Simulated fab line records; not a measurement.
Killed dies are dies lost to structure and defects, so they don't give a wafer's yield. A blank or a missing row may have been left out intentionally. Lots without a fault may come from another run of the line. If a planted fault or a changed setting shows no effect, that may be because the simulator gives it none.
8D (eight disciplines) problem report, filled in by code    flow n5Finfet    the parts of the form that need people (team, actions taken, sign-off) are left out

1. THE PROBLEM
etchRfOnTimeS at N5_MOL_CONTACT_COAG_ETCH_90 reads a mean of 26.7 s on 3 wafers of 3 lots; wafers without a fault read 21.7 s with a standard deviation of 0.33. Measured from the usual mean, that is +15 standard deviations.
The step: etches SiARC in CF4, target depth 13 nm, time 21.7 s.
First observed at day 10 07:45: wafer L575.4, on rieDiel-03. The record has a number at this step for 28 wafers belonging to 10 lots. By rule, "out" or "out of limits" means more than 4 standard deviations away from the usual mean. All remaining wafers that have a number are taken as sound.

2. WHAT IT IS, WHAT IT ISN'T
question                     is                      is not
which readings at this step  etchRfOnTimeS           drypumpMotorCurrentA, oesProductAu, rfVppV, showerheadPlenumPTorr, throttleValvePct
which lots                   L574, L575, L576        L556, L559, L560, L563, L565, L567, L577
which wafers of those lots   L574.3, L575.4, L576.4  L574.2, L575.2, L576.1, L576.2
read on which tools          rieDiel-03              rieDiel-01, rieDiel-04
when                         from day 10 07:45       up to then (19 sound wafers); but 6 sound wafers of L574, L576, L577 came after

3. THE SUSPECTS, EACH WITH WHAT RULES IT OUT
Counting: any tool at a process step up to the reading remains a suspect provided it ran every lot that is out. Sound lots after the first of them don't rule it out here, since some wafers of a struck lot are sound.
- rieDiel-03 at N5_MOL_CONTACT_COAG_DESCUM_88 (chemistry O2, time 7 s): kept. It ran every lot that is out, first L575 (day 10 07:41); its last sound lot up to then is L567 (day 8 07:51).
- rieDiel-03 at N5_MOL_CONTACT_COAG_ETCH_90 (etches SiARC in CF4, target depth 13 nm, time 21.7 s): kept. It ran every lot that is out, first L575 (day 10 07:45); its last sound lot up to then is L567 (day 8 07:54). Its own etchRfOnTimeS readings are out on those wafers.
Remaining after the count are rieDiel-03 at N5_MOL_CONTACT_COAG_DESCUM_88 and rieDiel-03 at N5_MOL_CONTACT_COAG_ETCH_90.

4. THE CAUSE (what the simulator had put in)
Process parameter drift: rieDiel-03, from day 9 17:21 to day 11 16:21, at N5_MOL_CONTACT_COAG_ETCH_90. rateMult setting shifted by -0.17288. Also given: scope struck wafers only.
Counting left 2 suspects, and this tool is among them.

5. THE CHAIN OF EFFECTS, in route order
Each row: a reading where the mean over the struck wafers with a number is more than 3 standard deviations away from the usual. Only readings whose record carries a usual standard deviation are examined. hours: median over the lots of the time between each lot's start at the first step of this table that gives one and its start at this step. sigmas: the change, counted in usual standard deviations.
hours  step                         reading        usual   on struck wafers  change  sigmas
0      N5_MOL_CONTACT_COAG_ETCH_90  etchRfOnTimeS  21.7 s  26.7              +5.0    +15
Process steps it contains:
- N5_MOL_CONTACT_COAG_ETCH_90: etches SiARC in CF4, target depth 13 nm, time 21.7 s.
Later measuring or inspecting steps at which every struck wafer that the step has a row for has a number for every such reading, and none has moved that far: N5_BEOL_M4_RC_MEAS_101.

6. HOW IT WOULD HAVE BEEN CAUGHT EARLIER
In this record the first reading out of limits was taken at day 10 07:45, 14 hours after the fault began at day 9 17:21.
